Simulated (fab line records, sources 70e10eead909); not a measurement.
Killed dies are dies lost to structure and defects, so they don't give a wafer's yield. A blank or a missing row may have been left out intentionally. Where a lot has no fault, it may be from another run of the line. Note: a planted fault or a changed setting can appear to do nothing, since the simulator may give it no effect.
Matching of chambers | flow nand-harc | NHARC_P_M0_ETCH_34 on rie-diel-04: 4 sister chambers
The step etches the open film in N2/H2, target depth 40 nm, overetch 12 nm, time 43.94 s. 24 wafers are shown with their chamber, then 12 later ones without.

== WAFERS, EACH WITH ITS CHAMBER ==
wafer  | chamber | drypump-motor-current-A (A) | showerhead-plenum-p-Torr (Torr) | rf-vpp-V (V)
L074.2 | 2       | 5.2                         | 2.14                            | 432.9
L074.3 | 1       | 5.4                         | 2.06                            | 432.0
L074.5 | 2       | 5.2                         | 2.14                            | 432.7
L081.2 | 0       | 5.4                         | 2.15                            | 435.7
L081.4 | 2       | 5.2                         | 2.14                            | 432.9
L081.5 | 2       | 5.2                         | 2.14                            | 432.9
L082.2 | 0       | 5.4                         | 2.15                            | 434.2
L082.5 | 1       | 5.4                         | 2.05                            | 430.5
L082.6 | 0       | 5.4                         | 2.15                            | 432.5
L085.3 | 1       | 5.4                         | 2.05                            | 431.3
L085.4 | 3       | 5.3                         | 2.10                            | 433.3
L085.5 | 2       | 5.2                         | 2.14                            | 433.8
L086.3 | 3       | 5.3                         | 2.10                            | 431.9
L086.4 | 2       | 5.2                         | 2.14                            | 433.4
L086.6 | 0       | 5.5                         | 2.14                            | 434.5
L089.1 | 2       | 5.2                         | 2.14                            | 433.8
L089.2 | 0       | 5.4                         | 2.14                            | 433.1
L089.5 | 0       | 5.4                         | 2.14                            | 433.5
L090.1 | 1       | 5.4                         | 2.05                            | 431.2
L090.3 | 3       | 5.3                         | 2.09                            | 432.8
L090.4 | 0       | 5.4                         | 2.14                            | 432.7
L091.1 | 0       | 5.4                         | 2.14                            | 432.5
L091.3 | 3       | 5.3                         | 2.09                            | 431.7
L091.4 | 2       | 5.2                         | 2.13                            | 432.7

SIGNATURES (averages over the wafers above)
reading                  | chamber 0 | chamber 1 | chamber 2 | chamber 3 | scatter within a chamber
drypump-motor-current-A  | 5.413     | 5.400     | 5.200     | 5.300     | 0.0209
showerhead-plenum-p-Torr | 2.1437    | 2.0525    | 2.1387    | 2.0950    | 0.00474
rf-vpp-V                 | 433.587   | 431.250   | 433.137   | 432.425   | 0.819
Rule: a wafer lies at a distance from a chamber equal to the root of the sum of squares, over the readings, of (its reading less the chamber's mean, divided by the reading's scatter). The wafer belongs to the nearest chamber; if the next one is less than 2 further off, it can't be placed. The scatter: take each reading less its chamber's mean, square it, sum over the shown wafers, divide by the number of wafers less the number of chambers, and take the root.

== WAFERS MISSING THEIR CHAMBER ==
wafer  | drypump-motor-current-A (A) | showerhead-plenum-p-Torr (Torr) | rf-vpp-V (V)
L091.2 | 5.4                         | 2.05                            | 432.1
L091.5 | 5.3                         | 2.09                            | 432.4
L091.6 | 5.2                         | 2.13                            | 432.8
L092.1 | 5.4                         | 2.05                            | 430.9
L092.2 | 5.3                         | 2.09                            | 431.8
L092.3 | 5.2                         | 2.13                            | 432.0
L094.1 | 5.4                         | 2.14                            | 434.2
L094.4 | 5.4                         | 2.05                            | 431.1
L094.5 | 5.2                         | 2.13                            | 433.0
L096.1 | 5.3                         | 2.09                            | 432.5
L096.5 | 5.4                         | 2.04                            | 430.7
L096.6 | 5.2                         | 2.13                            | 433.6

== WHICH CHAMBER EACH ONE RAN IN ==
wafer  | from the rows above | in truth
L091.2 | 1                   | 1
L091.5 | 3                   | 3
L091.6 | 2                   | 2
L092.1 | 1                   | 1
L092.2 | 3                   | 3
L092.3 | 2                   | 2
L094.1 | 0                   | 0
L094.4 | 1                   | 1
L094.5 | 2                   | 2
L096.1 | 3                   | 3
L096.5 | 1                   | 1
L096.6 | 2                   | 2
Placed correctly: 12 of 12. Can't be placed from these rows: 0. Wrongly placed: 0.
